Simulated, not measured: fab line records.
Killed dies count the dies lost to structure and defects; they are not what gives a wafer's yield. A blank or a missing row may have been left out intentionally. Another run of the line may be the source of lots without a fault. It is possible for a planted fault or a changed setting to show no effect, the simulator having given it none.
fab line records | flow n5-finfet | part 1 of 2: steps 1 to 3 of 6
[record] lots = 24 | wafers = 72 | last-day = 18
route steps=1938 shown FIN_CUT@164 STI_FIN_REVEAL@204 DUMMY_GATE@249 SD_EPI_N@287
lots untouched by any fault: they come from a run of this same line in which no faults occurred
start-h: start of the lot's first displayed wafer, in hours after the record's first day | wait-h: time in hours since the lot's previous step | " same as the row above | L1.1+2: one row covering several wafers at once | - no value, or no start given | * or withheld: withheld | < > ~ a bound
route shown NAME@n: NAME is a module with steps in the file, n the number in the route of the first one | usual: average and standard deviation across the fault-free wafers | same: alike in all rows | chamber/n: place in a boat | sites: readings site by site | _std_site: standard deviation of those values | _edge_site: outer sites' mean less inner sites' | radius-mm: for every site, how far away it sits from the centre of the wafer | mask NAME#n: copy n | behind: tool/chamber where the wafer was last shaped | hold: why the lot went on hold/how many hours it stayed there/how the hold came to an end | device: names the non-switching transistor (n, p or np) | end of line: at the end of the route, the tests of the same wafers | where a step has no rows: the recipe by itself | killed: dies that structure and defects cost at the first sort, which is not the same as the wafer's yield | map: a wafer's dies, x killed, . not, _ none there
set.NAME: setting as actually run; set.NAME@STEP: the setting as run at that earlier step | model.NAME: the simulator's own value behind a step, which no gauge read
steps of the route over a sample of lots; a table a step, a row a wafer
services: when a tool's chamber went out of use (start-h, in hours from the record's first day, below 0 if earlier), for how many hours, and the reason
[[steps]]
[step N5_FIN_CUT_OVL_MEAS_09]
[recipe] points-per-wafer = 522
[usual] FIN_CUT_OVL = -0.2/0.63
lot.wafer | tool       | chamber | start-h | wait-h | FIN_CUT_OVL[nm]
L074.2    | overlay-01 | 0       | 26.43   | 0.0    | -1.0
L074.3    | "          | 0       | "       | "      | -0.3
L074.6    | "          | 0       | "       | "      | -0.2
L075.1    | overlay-01 | 0       | 32.47   | 0.0    | 0.1
L075.3    | "          | 0       | "       | "      | -0.7
L075.5    | "          | 0       | "       | "      | -0.2
L076.2    | overlay-01 | 0       | 38.93   | 0.0    | 0.0
L076.5    | "          | 0       | "       | "      | -1.1
L076.6    | "          | 0       | "       | "      | -0.3
L077.2    | overlay-02 | 0       | 45.12   | 0.0    | -0.2
L077.3    | "          | 0       | "       | "      | -0.7
L077.6    | "          | 0       | "       | "      | -1.1
L078.2    | overlay-02 | 0       | 50.40   | 0.0    | 0.4
L078.3    | "          | 0       | "       | "      | 0.3
L078.6    | "          | 0       | "       | "      | 0.2
L079.1    | overlay-02 | 0       | 56.07   | 0.0    | -0.5
L079.2    | "          | 0       | "       | "      | -0.2
L079.5    | "          | 0       | "       | "      | -0.1
L080.1    | overlay-01 | 0       | 63.19   | 0.0    | 0.4
L080.4    | "          | 0       | "       | "      | -0.1
L080.5    | "          | 0       | "       | "      | -1.0
L081.3    | overlay-01 | 0       | 68.01   | 0.0    | -0.8
L081.4    | "          | 0       | "       | "      | -0.2
L081.6    | "          | 0       | "       | "      | -1.0
L082.1    | overlay-02 | 0       | 74.22   | 0.0    | -0.6
L082.2    | "          | 0       | "       | "      | -0.9
L082.4    | "          | 0       | "       | "      | -0.6
L083.1    | overlay-01 | 0       | 80.50   | 0.0    | -0.5
L083.3    | "          | 0       | "       | "      | -0.6
L083.5    | "          | 0       | "       | "      | -1.0
L084.3    | overlay-02 | 0       | 85.92   | 0.0    | -0.6
L084.4    | "          | 0       | "       | "      | -0.7
L084.6    | "          | 0       | "       | "      | -0.1
L085.3    | overlay-01 | 0       | 92.59   | 0.0    | -0.5
L085.5    | "          | 0       | "       | "      | 0.0
L085.6    | "          | 0       | "       | "      | 0.3
L086.1    | overlay-02 | 0       | 99.06   | 0.0    | -0.9
L086.3    | "          | 0       | "       | "      | -1.3
L086.4    | "          | 0       | "       | "      | -0.8
L087.3    | overlay-01 | 0       | 105.51  | 0.0    | -1.7
L087.4    | "          | 0       | "       | "      | -0.6
L087.5    | "          | 0       | "       | "      | -0.7
L088.1    | overlay-01 | 0       | 110.31  | 0.0    | 0.6
L088.3    | "          | 0       | "       | "      | 1.2
L088.4    | "          | 0       | "       | "      | 0.5
L089.2    | overlay-01 | 0       | 118.38  | 0.0    | 0.8
L089.4    | "          | 0       | "       | "      | 0.8
L089.5    | "          | 0       | "       | "      | 0.1
L090.1    | overlay-01 | 0       | 124.59  | 0.0    | 0.3
L090.3    | "          | 0       | "       | "      | 0.3
L090.5    | "          | 0       | "       | "      | 0.1
L091.3    | overlay-01 | 0       | 128.24  | 0.0    | -0.4
L091.5    | "          | 0       | "       | "      | -0.8
L091.6    | "          | 0       | "       | "      | -0.5
L093.2    | overlay-01 | 0       | 143.64  | 0.0    | -0.4
L093.4    | "          | 0       | "       | "      | -0.6
L093.6    | "          | 0       | "       | "      | -0.1
L092.1    | overlay-02 | 0       | 144.33  | 0.0    | -0.3
L092.2    | "          | 0       | "       | "      | 0.3
L092.3    | "          | 0       | "       | "      | -0.4
L094.3    | overlay-02 | 0       | 147.66  | 0.0    | -1.1
L094.5    | "          | 0       | "       | "      | -0.7
L094.6    | "          | 0       | "       | "      | -1.0
L095.1    | overlay-01 | 0       | 152.37  | 0.0    | -0.6
L095.3    | "          | 0       | "       | "      | -1.0
L095.6    | "          | 0       | "       | "      | -0.4
L096.1    | overlay-01 | 0       | 159.00  | 0.0    | 0.1
L096.4    | "          | 0       | "       | "      | 0.9
L096.5    | "          | 0       | "       | "      | 0.1
L097.1    | overlay-01 | 0       | 164.61  | 0.0    | 1.1
L097.3    | "          | 0       | "       | "      | 0.3
L097.6    | "          | 0       | "       | "      | 0.5
[step N5_FIN_CUT_DESCUM_13]
[recipe] chemistry = O2 | time-s = 7 | source-power-w = 50 | bias-power-w = 20 | pressure-mtorr = 20 | rf-frequency-hz = 2.712e+07 | temp-c = 40 | resist = CAR-EUV | o2-flow-sccm = 225
[usual] bias-power-w = 20.00/0.059 | drypump-motor-current-A = 5.7/0.58 | oes-product-au = 0.77/0.081 | rf-vpp-V = 243.6/1.3 | showerhead-plenum-p-Torr = 2.11/0.061 | temp-c = 40.00/0.11 | throttle-valve-pct = 20.43/0.22
lot.wafer | tool        | chamber | start-h | wait-h | bias-power-w | drypump-motor-current-A | oes-product-au | rf-hours-counter-h | rf-vpp-V | showerhead-plenum-p-Torr | temp-c | throttle-valve-pct
L074.2    | rie-diel-03 | 1       | 26.81   | 0.0    | 19.89        | 5.7                     | 0.68           | 236                | 245.5    | 2.15                     | 39.84  | 20.54
L074.3    | "           | 3       | "       | "      | 20.05        | 5.4                     | 0.73           | 160                | 246.2    | 2.20                     | 39.77  | 20.66
L074.6    | "           | 0       | "       | "      | 20.07        | 6.5                     | 0.70           | -                  | 245.1    | 2.18                     | 40.04  | 20.32
L075.1    | rie-diel-01 | 2       | 32.57   | 0.0    | 19.98        | 6.0                     | 0.86           | 46                 | 242.5    | 2.11                     | 40.03  | 20.20
L075.3    | "           | 1       | "       | "      | 19.94        | 4.9                     | 0.75           | 153                | 244.7    | 2.16                     | 39.92  | 20.25
L075.5    | "           | 1       | "       | "      | 20.01        | 4.8                     | 0.74           | -                  | 243.3    | 2.16                     | 40.08  | 20.27
L076.2    | rie-diel-03 | 3       | 39.03   | 0.1    | 19.89        | 5.5                     | 0.73           | 164                | 243.6    | 2.20                     | 40.23  | 20.66
L076.5    | "           | 1       | "       | "      | 19.94        | 5.7                     | 0.67           | -                  | 243.2    | 2.15                     | 39.80  | 20.52
L076.6    | "           | 2       | "       | "      | 19.94        | 6.6                     | 0.70           | -                  | 243.3    | 2.09                     | 40.03  | 20.62
L077.2    | rie-diel-01 | 1       | 45.21   | 0.0    | 19.96        | 4.8                     | 0.74           | 157                | 243.7    | 2.16                     | 40.05  | 20.27
L077.3    | "           | 3       | "       | "      | 20.03        | 5.9                     | 0.77           | 151                | 241.3    | 2.03                     | 39.87  | 20.63
L077.6    | "           | 2       | "       | "      | 19.91        | 6.0                     | 0.85           | -                  | 243.4    | 2.11                     | 39.89  | 20.25
L078.2    | rie-diel-03 | 2       | 50.49   | 0.0    | 20.06        | 6.6                     | 0.71           | 198                | 243.1    | 2.09                     | 40.12  | 20.63
L078.3    | "           | 1       | "       | "      | 20.01        | 5.7                     | 0.67           | 243                | 245.1    | 2.15                     | 39.96  | 20.55
L078.6    | "           | 1       | "       | "      | 20.04        | 5.7                     | 0.67           | -                  | 243.1    | 2.15                     | 40.02  | 20.53
L079.1    | rie-diel-06 | 0       | 56.18   | 0.1    | 19.96        | 6.2                     | 0.78           | 134                | 242.8    | 2.01                     | 39.93  | 20.53
L079.2    | "           | 2       | "       | "      | 19.94        | 5.0                     | 0.67           | 248                | 242.4    | 2.06                     | 39.99  | 20.31
L079.5    | "           | 1       | "       | "      | 19.95        | 5.1                     | 0.74           | -                  | 243.3    | 2.09                     | 40.00  | 20.41
L080.1    | rie-diel-01 | 0       | 63.28   | 0.0    | 19.91        | 5.2                     | 0.80           | 118                | 243.0    | 2.11                     | 40.08  | 20.68
L080.4    | "           | 3       | "       | "      | 20.12        | 5.9                     | 0.77           | 156                | 241.6    | 2.03                     | 40.09  | 20.64
L080.5    | "           | 1       | "       | "      | 19.91        | 4.8                     | 0.74           | -                  | 245.0    | 2.16                     | 39.88  | 20.26
L081.3    | rie-diel-03 | 2       | 68.09   | 0.0    | 19.97        | 6.6                     | 0.70           | 202                | 243.5    | 2.08                     | 40.08  | 20.63
L081.4    | "           | 3       | "       | "      | 20.03        | 5.5                     | 0.73           | 172                | 244.5    | 2.20                     | 39.82  | 20.70
L081.6    | "           | 1       | "       | "      | 19.98        | 5.7                     | 0.66           | -                  | 243.7    | 2.15                     | 39.93  | 20.54
L082.1    | rie-diel-06 | 3       | 74.40   | 0.1    | 20.05        | 5.7                     | 0.84           | 71                 | 245.5    | 2.21                     | 39.89  | 20.26
L082.2    | "           | 0       | "       | "      | 20.05        | 6.2                     | 0.77           | 140                | 241.7    | 2.01                     | 40.16  | 20.54
L082.4    | "           | 0       | "       | "      | 20.05        | 6.2                     | 0.78           | -                  | 242.6    | 2.01                     | 39.97  | 20.53
L083.1    | rie-diel-06 | 0       | 80.59   | 0.0    | 20.05        | 6.2                     | 0.78           | 143                | 240.7    | 2.01                     | 39.97  | 20.56
L083.3    | "           | 3       | "       | "      | 20.02        | 5.7                     | 0.83           | 74                 | 245.0    | 2.21                     | 40.08  | 20.27
L083.5    | "           | 3       | "       | "      | 19.94        | 5.7                     | 0.83           | -                  | 244.5    | 2.21                     | 39.95  | 20.25
L084.3    | rie-diel-03 | 2       | 86.00   | 0.0    | 19.97        | 6.6                     | 0.70           | 209                | 244.5    | 2.08                     | 39.88  | 20.65
L084.4    | "           | 3       | "       | "      | 20.01        | 5.4                     | 0.73           | -                  | 245.2    | 2.19                     | 39.70  | 20.70
L084.6    | "           | 2       | "       | "      | 20.06        | 6.6                     | 0.71           | -                  | 242.6    | 2.08                     | 39.91  | 20.65
L085.3    | rie-diel-01 | 2       | 92.67   | 0.0    | 19.95        | 6.0                     | 0.83           | 62                 | 246.0    | 2.10                     | 39.83  | 20.24
L085.5    | "           | 3       | "       | "      | 20.09        | 5.9                     | 0.76           | -                  | 241.5    | 2.02                     | 39.98  | 20.66
L085.6    | "           | 0       | "       | "      | 20.02        | 5.2                     | 0.78           | -                  | 242.9    | 2.10                     | 39.93  | 20.71
L086.1    | rie-diel-03 | 2       | 99.17   | 0.0    | 20.00        | 6.6                     | 0.69           | 214                | 241.9    | 2.08                     | 39.86  | 20.67
L086.3    | "           | 0       | "       | "      | 20.02        | 6.5                     | 0.68           | 226                | 244.3    | 2.17                     | 40.03  | 20.35
L086.4    | "           | 3       | "       | "      | 19.92        | 5.4                     | 0.72           | -                  | 243.4    | 2.19                     | 40.00  | 20.70
L087.3    | rie-diel-01 | 2       | 105.59  | 0.0    | 20.06        | 6.0                     | 0.84           | 65                 | 242.8    | 2.10                     | 40.05  | 20.26
L087.4    | "           | 0       | "       | "      | 20.04        | 5.2                     | 0.78           | 130                | 244.4    | 2.10                     | 40.06  | 20.73
L087.5    | "           | 1       | "       | "      | 19.96        | 4.8                     | 0.72           | -                  | 244.0    | 2.16                     | 40.05  | 20.30
L088.1    | rie-diel-03 | 3       | 110.40  | 0.0    | 20.02        | 5.4                     | 0.72           | 188                | 243.8    | 2.19                     | 40.00  | 20.71
L088.3    | "           | 2       | "       | "      | 19.91        | 6.6                     | 0.68           | 217                | 243.6    | 2.08                     | 39.94  | 20.68
L088.4    | "           | 0       | "       | "      | 19.91        | 6.5                     | 0.67           | 230                | 245.3    | 2.16                     | 40.17  | 20.35
L089.2    | rie-diel-06 | 3       | 119.20  | 0.8    | 20.08        | 5.7                     | 0.81           | 85                 | 243.8    | 2.20                     | 40.05  | 20.28
L089.4    | "           | 3       | "       | "      | 20.05        | 5.7                     | 0.82           | -                  | 245.3    | 2.20                     | 39.86  | 20.29
L089.5    | "           | 2       | "       | "      | 20.14        | 5.0                     | 0.96           | -                  | 242.3    | 2.06                     | 39.83  | 19.92
L090.1    | rie-diel-01 | 3       | 125.22  | 0.6    | 20.07        | 5.9                     | 0.76           | 172                | 241.4    | 2.02                     | 40.26  | 20.69
L090.3    | "           | 0       | "       | "      | 19.97        | 5.2                     | 0.77           | 135                | 243.1    | 2.10                     | 39.97  | 20.72
L090.5    | "           | 2       | "       | "      | 20.00        | 6.0                     | 0.82           | -                  | 243.3    | 2.10                     | 40.07  | 20.26
L091.3    | rie-diel-06 | 1       | 128.45  | 0.2    | 20.04        | 5.1                     | 0.74           | 197                | 242.0    | 2.08                     | 40.05  | 20.43
L091.5    | "           | 3       | "       | "      | 20.02        | 5.7                     | 0.82           | -                  | 244.4    | 2.20                     | 40.01  | 20.29
L091.6    | "           | 2       | "       | "      | 20.06        | 5.0                     | 0.94           | -                  | 243.0    | 2.06                     | 40.00  | 19.93
L093.2    | rie-diel-03 | 3       | 143.73  | 0.0    | 20.09        | 5.4                     | 0.71           | 196                | 245.6    | 2.19                     | 39.97  | 20.72
L093.4    | "           | 1       | "       | "      | 19.98        | 5.7                     | 0.96           | 9                  | 245.1    | 2.15                     | 40.08  | 20.19
L093.6    | "           | 1       | "       | "      | 20.03        | 5.7                     | 0.96           | -                  | 243.3    | 2.15                     | 40.12  | 20.19
L092.1    | rie-diel-01 | 2       | 144.42  | 0.0    | 19.96        | 6.0                     | 0.81           | 77                 | 243.0    | 2.10                     | 40.20  | 20.26
L092.2    | "           | 3       | "       | "      | 20.03        | 5.9                     | 0.75           | 178                | 241.8    | 2.02                     | 39.98  | 20.69
L092.3    | "           | 1       | "       | "      | 19.95        | 4.8                     | 0.72           | 185                | 244.5    | 2.15                     | 39.97  | 20.31
L094.3    | rie-diel-06 | 3       | 148.01  | 0.3    | 20.12        | 5.7                     | 0.81           | 94                 | 244.6    | 2.20                     | 40.10  | 20.30
L094.5    | "           | 2       | "       | "      | 20.01        | 5.0                     | 0.93           | -                  | 243.1    | 2.05                     | 40.09  | 19.94
L094.6    | "           | 1       | "       | "      | 20.02        | 5.0                     | 0.73           | -                  | 244.8    | 2.08                     | 40.01  | 20.46
L095.1    | rie-diel-03 | 0       | 152.47  | 0.0    | 20.05        | 6.5                     | 0.67           | 241                | 244.0    | 2.16                     | 40.20  | 20.37
L095.3    | "           | 1       | "       | "      | 20.01        | 5.7                     | 0.94           | 12                 | 243.4    | 2.14                     | 40.13  | 20.19
L095.6    | "           | 2       | "       | "      | 20.09        | 6.5                     | 0.68           | -                  | 242.3    | 2.08                     | 39.94  | 20.67
L096.1    | rie-diel-01 | 3       | 159.09  | 0.0    | 20.01        | 5.9                     | 0.74           | 183                | 241.5    | 2.02                     | 39.98  | 20.70
L096.4    | "           | 1       | "       | "      | 20.03        | 4.9                     | 0.71           | 190                | 243.8    | 2.15                     | 40.09  | 20.30
L096.5    | "           | 2       | "       | "      | 20.05        | 6.0                     | 0.81           | -                  | 244.0    | 2.10                     | 39.75  | 20.27
L097.1    | rie-diel-06 | 2       | 164.70  | 0.0    | 19.95        | 4.9                     | 0.92           | 27                 | 243.3    | 2.05                     | 40.22  | 19.96
L097.3    | "           | 3       | "       | "      | 19.95        | 5.7                     | 0.80           | 99                 | 246.1    | 2.20                     | 39.94  | 20.31
L097.6    | "           | 3       | "       | "      | 19.85        | 5.7                     | 0.80           | -                  | 246.7    | 2.20                     | 40.02  | 20.29
[step N5_FIN_CUT_STRIP_22]
[recipe] chemistry = N2/H2 | power-w = 500 | temp-c = 40 | pressure-mtorr = 50 | rf-frequency-hz = 6e+07 | overash-fraction = 0.3 | bias-power-w = 8 | h2-frac = 0.5 | n2-flow-sccm = 300 | h2-flow-sccm = 300
[usual] bias-power-w = 8.001/0.022 | drypump-motor-current-A = 5.7/0.56 | oes-product-au = 0.77/0.076 | power-w = 500.0/1.5 | rf-vpp-V = 54.2/2.5 | showerhead-plenum-p-Torr = 3.37/0.11 | temp-c = 40.01/0.12 | throttle-valve-pct = 18.90/0.26
lot.wafer | tool        | chamber | start-h | wait-h | bias-power-w | drypump-motor-current-A | oes-product-au | power-w | rf-hours-counter-h | rf-vpp-V | showerhead-plenum-p-Torr | temp-c | throttle-valve-pct
L074.2    | rie-diel-03 | 3       | 27.56   | 0.0    | 8.043        | 5.5                     | 0.71           | 500.7   | 161                | 55.4     | 3.49                     | 39.99  | 19.02
L074.3    | "           | 1       | "       | "      | 7.976        | 5.7                     | 0.67           | 499.8   | 236                | 53.7     | 3.45                     | 40.07  | 19.20
L074.6    | "           | 2       | "       | "      | 7.982        | 6.6                     | 0.72           | 501.5   | -                  | 51.6     | 3.33                     | 39.93  | 18.66
L075.1    | rie-diel-03 | 3       | 33.32   | 0.0    | 8.013        | 5.4                     | 0.73           | 502.6   | 163                | 57.4     | 3.49                     | 39.90  | 19.02
L075.3    | "           | 2       | "       | "      | 8.006        | 6.6                     | 0.72           | 499.9   | 193                | 55.8     | 3.33                     | 39.93  | 18.69
L075.5    | "           | 0       | "       | "      | 8.010        | 6.5                     | 0.71           | 497.9   | -                  | 49.7     | 3.48                     | 39.97  | 19.40
L076.2    | rie-diel-03 | 1       | 39.92   | 0.2    | 7.991        | 5.6                     | 0.67           | 498.1   | 240                | 48.3     | 3.45                     | 40.02  | 19.22
L076.5    | "           | 1       | "       | "      | 7.994        | 5.7                     | 0.67           | 500.5   | -                  | 55.7     | 3.45                     | 40.23  | 19.22
L076.6    | "           | 2       | "       | "      | 7.979        | 6.6                     | 0.71           | 501.2   | -                  | 52.7     | 3.32                     | 40.09  | 18.70
L077.2    | rie-diel-06 | 1       | 45.96   | 0.0    | 8.000        | 5.0                     | 0.75           | 500.5   | 174                | 56.8     | 3.33                     | 39.96  | 18.56
L077.3    | "           | 0       | "       | "      | 7.991        | 6.2                     | 0.80           | 498.7   | 131                | 57.7     | 3.21                     | 40.12  | 18.99
L077.6    | "           | 3       | "       | "      | 8.006        | 5.8                     | 0.84           | 498.3   | -                  | 54.2     | 3.53                     | 40.05  | 18.64
L078.2    | rie-diel-03 | 1       | 51.25   | 0.0    | 7.994        | 5.7                     | 0.66           | 498.8   | 243                | 58.1     | 3.45                     | 40.00  | 19.22
L078.3    | "           | 2       | "       | "      | 7.974        | 6.6                     | 0.70           | 498.5   | 198                | 55.1     | 3.32                     | 39.94  | 18.67
L078.6    | "           | 3       | "       | "      | 8.031        | 5.4                     | 0.72           | 500.6   | -                  | 54.1     | 3.49                     | 40.18  | 19.04
L079.1    | rie-diel-06 | 2       | 56.93   | 0.0    | 7.987        | 5.0                     | 0.67           | 499.5   | 248                | 50.4     | 3.31                     | 39.90  | 18.91
L079.2    | "           | 0       | "       | "      | 7.985        | 6.3                     | 0.77           | 498.1   | 134                | 51.3     | 3.21                     | 39.99  | 19.00
L079.5    | "           | 0       | "       | "      | 8.033        | 6.3                     | 0.78           | 498.3   | -                  | 55.2     | 3.21                     | 39.80  | 19.02
L080.1    | rie-diel-03 | 2       | 64.22   | 0.2    | 7.976        | 6.6                     | 0.70           | 503.3   | 202                | 52.4     | 3.32                     | 40.01  | 18.70
L080.4    | "           | 1       | "       | "      | 7.992        | 5.7                     | 0.66           | 500.4   | 247                | 52.9     | 3.45                     | 40.12  | 19.23
L080.5    | "           | 2       | "       | "      | 8.013        | 6.6                     | 0.70           | 500.8   | -                  | 57.0     | 3.32                     | 39.75  | 18.70
L081.3    | rie-diel-06 | 1       | 68.92   | 0.1    | 8.014        | 5.1                     | 0.75           | 500.5   | 181                | 54.2     | 3.33                     | 39.85  | 18.55
L081.4    | "           | 3       | "       | "      | 8.012        | 5.7                     | 0.85           | 499.6   | -                  | 55.4     | 3.53                     | 39.89  | 18.63
L081.6    | "           | 1       | "       | "      | 7.982        | 5.1                     | 0.73           | 500.8   | -                  | 57.1     | 3.33                     | 40.05  | 18.62
L082.1    | rie-diel-03 | 2       | 75.18   | 0.1    | 8.039        | 6.6                     | 0.70           | 498.2   | 204                | 51.7     | 3.32                     | 40.03  | 18.70
L082.2    | "           | 0       | "       | "      | 8.034        | 6.5                     | 0.68           | 500.0   | 217                | 55.8     | 3.48                     | 39.97  | 19.44
L082.4    | "           | 1       | "       | "      | 7.993        | 5.7                     | 0.66           | 501.0   | 249                | 60.4     | 3.45                     | 40.00  | 19.27
L083.1    | rie-diel-06 | 2       | 81.35   | 0.0    | 8.004        | 5.0                     | 1.02           | 500.1   | 1                  | 53.1     | 3.31                     | 39.84  | 18.46
L083.3    | "           | 3       | "       | "      | 7.984        | 5.7                     | 0.82           | 499.5   | 75                 | 55.8     | 3.52                     | 40.03  | 18.66
L083.5    | "           | 1       | "       | "      | 7.987        | 5.1                     | 0.73           | 501.0   | -                  | 52.4     | 3.32                     | 40.32  | 18.60
L084.3    | rie-diel-06 | 2       | 86.75   | 0.0    | 7.979        | 5.0                     | 1.03           | 501.8   | 2                  | 54.1     | 3.31                     | 39.90  | 18.46
L084.4    | "           | 1       | "       | "      | 7.998        | 5.1                     | 0.73           | 501.0   | 188                | 55.1     | 3.32                     | 40.07  | 18.57
L084.6    | "           | 0       | "       | "      | 8.062        | 6.2                     | 0.78           | 497.2   | -                  | 53.9     | 3.20                     | 40.03  | 19.03
L085.3    | rie-diel-01 | 2       | 93.47   | 0.1    | 7.982        | 6.0                     | 0.83           | 499.1   | 62                 | 53.8     | 3.39                     | 39.90  | 19.03
L085.5    | "           | 2       | "       | "      | 7.968        | 6.0                     | 0.81           | 499.6   | -                  | 56.6     | 3.39                     | 39.93  | 19.01
L085.6    | "           | 3       | "       | "      | 7.965        | 5.9                     | 0.77           | 501.5   | -                  | 51.8     | 3.24                     | 39.89  | 19.08
L086.1    | rie-diel-01 | 0       | 99.92   | 0.0    | 8.004        | 5.2                     | 0.77           | 499.7   | 128                | 53.2     | 3.37                     | 40.08  | 19.08
L086.3    | "           | 1       | "       | "      | 8.033        | 4.8                     | 0.74           | 500.8   | 172                | 54.8     | 3.48                     | 40.15  | 18.71
L086.4    | "           | 2       | "       | "      | 8.016        | 6.0                     | 0.83           | 500.0   | 63                 | 54.8     | 3.39                     | 40.09  | 18.99
L087.3    | rie-diel-01 | 3       | 106.34  | 0.0    | 8.012        | 6.0                     | 0.77           | 499.0   | 167                | 52.8     | 3.24                     | 39.95  | 19.14
L087.4    | "           | 0       | "       | "      | 8.004        | 5.2                     | 0.76           | 499.3   | 130                | 53.7     | 3.37                     | 39.92  | 19.12
L087.5    | "           | 2       | "       | "      | 8.033        | 6.0                     | 0.83           | 499.0   | -                  | 57.3     | 3.39                     | 40.09  | 19.02
L088.1    | rie-diel-01 | 2       | 111.15  | 0.0    | 7.976        | 6.0                     | 0.84           | 498.2   | 67                 | 52.6     | 3.39                     | 40.09  | 19.01
L088.3    | "           | 3       | "       | "      | 8.014        | 5.9                     | 0.77           | 500.8   | 168                | 54.3     | 3.24                     | 40.11  | 19.13
L088.4    | "           | 1       | "       | "      | 7.984        | 4.8                     | 0.73           | 497.7   | 176                | 58.0     | 3.48                     | 40.05  | 18.73
L089.2    | rie-diel-06 | 3       | 119.96  | 0.0    | 7.967        | 5.7                     | 0.80           | 501.5   | 85                 | 57.5     | 3.52                     | 40.09  | 18.69
L089.4    | "           | 0       | "       | "      | 7.998        | 6.2                     | 0.76           | 498.9   | -                  | 51.8     | 3.20                     | 40.01  | 19.00
L089.5    | "           | 3       | "       | "      | 7.950        | 5.7                     | 0.81           | 504.1   | -                  | 57.1     | 3.52                     | 40.14  | 18.72
L090.1    | rie-diel-06 | 1       | 125.97  | 0.0    | 7.978        | 5.1                     | 0.73           | 500.1   | 197                | 53.0     | 3.32                     | 40.04  | 18.62
L090.3    | "           | 2       | "       | "      | 7.969        | 5.0                     | 0.94           | 501.1   | 14                 | 55.8     | 3.30                     | 39.93  | 18.47
L090.5    | "           | 0       | "       | "      | 8.003        | 6.3                     | 0.75           | 502.2   | -                  | 50.5     | 3.20                     | 39.92  | 19.02
L091.3    | rie-diel-06 | 2       | 129.34  | 0.2    | 7.995        | 5.0                     | 0.95           | 500.2   | 15                 | 49.9     | 3.31                     | 40.34  | 18.53
L091.5    | "           | 1       | "       | "      | 7.985        | 5.1                     | 0.74           | 501.1   | -                  | 55.9     | 3.32                     | 40.03  | 18.63
L091.6    | "           | 0       | "       | "      | 7.992        | 6.3                     | 0.75           | 498.8   | -                  | 49.6     | 3.20                     | 40.03  | 19.00
L093.2    | rie-diel-06 | 0       | 144.48  | 0.0    | 8.063        | 6.3                     | 0.76           | 499.0   | 161                | 56.8     | 3.20                     | 40.20  | 19.01
L093.4    | "           | 1       | "       | "      | 7.990        | 5.0                     | 0.75           | 497.4   | 202                | 57.5     | 3.31                     | 39.99  | 18.63
L093.6    | "           | 0       | "       | "      | 8.020        | 6.3                     | 0.75           | 498.8   | -                  | 55.6     | 3.20                     | 40.25  | 18.97
L092.1    | rie-diel-01 | 1       | 145.40  | 0.3    | 7.993        | 4.8                     | 0.73           | 500.4   | 186                | 53.8     | 3.47                     | 39.85  | 18.77
L092.2    | "           | 0       | "       | "      | 7.987        | 5.3                     | 0.77           | 501.6   | 141                | 55.1     | 3.36                     | 40.30  | 19.09
L092.3    | "           | 3       | "       | "      | 7.980        | 5.9                     | 0.76           | 500.2   | 178                | 53.8     | 3.23                     | 40.13  | 19.08
L094.3    | rie-diel-03 | 3       | 148.76  | 0.0    | 8.018        | 5.4                     | 0.71           | 501.4   | 198                | 54.1     | 3.47                     | 39.89  | 19.11
L094.5    | "           | 0       | "       | "      | 8.010        | 6.5                     | 0.68           | 499.7   | -                  | 50.3     | 3.46                     | 40.11  | 19.47
L094.6    | "           | 3       | "       | "      | 8.001        | 5.4                     | 0.70           | 501.9   | -                  | 54.7     | 3.47                     | 40.08  | 19.11
L095.1    | rie-diel-06 | 2       | 153.22  | 0.0    | 8.039        | 5.0                     | 0.92           | 501.5   | 23                 | 52.8     | 3.30                     | 39.85  | 18.54
L095.3    | "           | 1       | "       | "      | 7.975        | 5.1                     | 0.72           | 498.2   | 206                | 52.9     | 3.31                     | 40.00  | 18.69
L095.6    | "           | 1       | "       | "      | 7.994        | 5.1                     | 0.73           | 498.4   | -                  | 57.4     | 3.31                     | 39.99  | 18.64
L096.1    | rie-diel-06 | 1       | 159.85  | 0.0    | 7.975        | 5.1                     | 0.73           | 500.9   | 207                | 58.8     | 3.31                     | 39.95  | 18.61
L096.4    | "           | 3       | "       | "      | 8.009        | 5.7                     | 0.79           | 500.5   | 97                 | 54.2     | 3.51                     | 39.93  | 18.71
L096.5    | "           | 3       | "       | "      | 7.976        | 5.7                     | 0.81           | 502.8   | -                  | 52.3     | 3.51                     | 40.10  | 18.69
L097.1    | rie-diel-01 | 1       | 165.47  | 0.0    | 7.979        | 4.9                     | 0.71           | 500.8   | 192                | 52.2     | 3.47                     | 39.88  | 18.79
L097.3    | "           | 0       | "       | "      | 8.028        | 5.2                     | 0.75           | 499.9   | 148                | 55.3     | 3.36                     | 40.08  | 19.12
L097.6    | "           | 2       | "       | "      | 8.003        | 6.0                     | 0.81           | 501.7   | -                  | 53.1     | 3.38                     | 40.07  | 19.03
